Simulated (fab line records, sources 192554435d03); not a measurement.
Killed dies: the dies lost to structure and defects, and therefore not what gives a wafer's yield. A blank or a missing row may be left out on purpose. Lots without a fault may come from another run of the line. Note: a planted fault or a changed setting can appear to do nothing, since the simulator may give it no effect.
One fault through the eyes of 3 desks :: flow n5-finfet :: every desk sees just its own numbers, and what lay behind them comes last

== THE DEFECT DESK ==
Counts from the inspections along the route, per lot, as means over the sampled wafers that have a number. A lot is out of limits, marked OUT, if its mean lies more than 4 standard deviations from the usual mean; the brackets give that distance.
Columns: A = raw-defect-count at N5_BEOL_M15_INSPECT_55, usual 77
lot: L329
first seen here: day 13 14:29
A: 90

lot: L334
first seen here: day 13 20:38
A: 105

lot: L335
first seen here: day 13 23:05
A: 103

lot: L336
first seen here: day 14 10:28
A: 83

lot: L343
first seen here: day 15 18:21
A: 78

lot: L342
first seen here: day 15 22:19
A: 69
Result from this desk: across the 6 lots, nothing is out of limits.

== THE METROLOGY DESK ==
Means of the sampled wafers that have a number, per lot and without regard to the tool the lot ran on: this is what the gauges read. A lot is out of limits, marked OUT, if its mean lies more than 4 standard deviations from the usual mean; the brackets give that distance. It has 26 readings; the 7 that lie furthest out on some lot are the ones shown.
Columns: A = COMB_M10 at N5_BEOL_M15_RC_MEAS_101, usual 1.4e-11 S/m; B = COMB_M15 at N5_BEOL_M15_RC_MEAS_101, usual 2.1e-12 S/m; C = SERP_M11 at N5_BEOL_M15_RC_MEAS_101, usual 3.12 ohm/um; D = SERP_M13 at N5_BEOL_M15_RC_MEAS_101, usual 0.313 ohm/um; E = SERP_M5 at N5_BEOL_M15_RC_MEAS_101, usual 38.8 ohm/um; F = SERP_M6 at N5_BEOL_M15_RC_MEAS_101, usual 13.9 ohm/um; G = SERP_M8 at N5_BEOL_M15_RC_MEAS_101, usual 13.9 ohm/um
lot: L329
first seen here: day 13 14:15
A: 2.1e-11
B: 1.8e-12
C: 3.18
D: 0.320
E: 39.0
F: 14.6
G: 14.2

lot: L334
first seen here: day 13 20:29
A: 1.6e-11
B: 2.8e-12
C: 3.12
D: 0.313
E: 39.6
F: 14.3
G: 13.2

lot: L335
first seen here: day 13 22:56
A: 1.4e-11
B: 8.7e-13
C: 3.21
D: 0.320
E: 39.6
F: 12.9
G: 13.8

lot: L336
first seen here: day 14 10:19
A: 1.4e-11
B: 1.6e-12
C: 3.17
D: 0.317
E: 37.8
F: 13.4
G: 14.4

lot: L343
first seen here: day 15 18:11
A: 1.4e-11
B: 2.9e-12
C: 3.06
D: 0.311
E: 38.7
F: 14.4
G: 13.9

lot: L342
first seen here: day 15 22:10
A: 1.3e-11
B: 2.7e-12
C: 3.05
D: 0.301
E: 36.5
F: 14.5
G: 14.6
Result from this desk: across the 6 lots, nothing is out of limits.

== AT THE TOOL OWNER'S DESK: ald-hk-01 ==
The tool's own readings at N5_MIM_TOP_ALD_01 (deposits HfO2, target thk 5.6 nm, pulse time 1 s, purge time 3 s): means of the sampled wafers that have a number, for each lot that ran on this tool. A lot is out of limits, marked OUT, if its mean lies more than 4 standard deviations from the usual mean; the brackets give that distance.
Columns: A = precursor-pulse-height-rel at N5_MIM_TOP_ALD_01, usual 0.999
lot: L329
first seen here: day 13 16:00
A: 1.003

lot: L334
first seen here: day 13 22:00
A: 1.010

lot: L335
first seen here: day 14 00:00
A: 0.997
Result from this desk: across the 3 lots, nothing is out of limits.

== ALL TOGETHER ==
Nothing out of limits was seen by the defect desk.
Metrology desk: nothing out of limits seen.
Nothing out of limits was seen by the tool owner's desk.

== WHAT THE SIMULATOR HAD INSERTED ==
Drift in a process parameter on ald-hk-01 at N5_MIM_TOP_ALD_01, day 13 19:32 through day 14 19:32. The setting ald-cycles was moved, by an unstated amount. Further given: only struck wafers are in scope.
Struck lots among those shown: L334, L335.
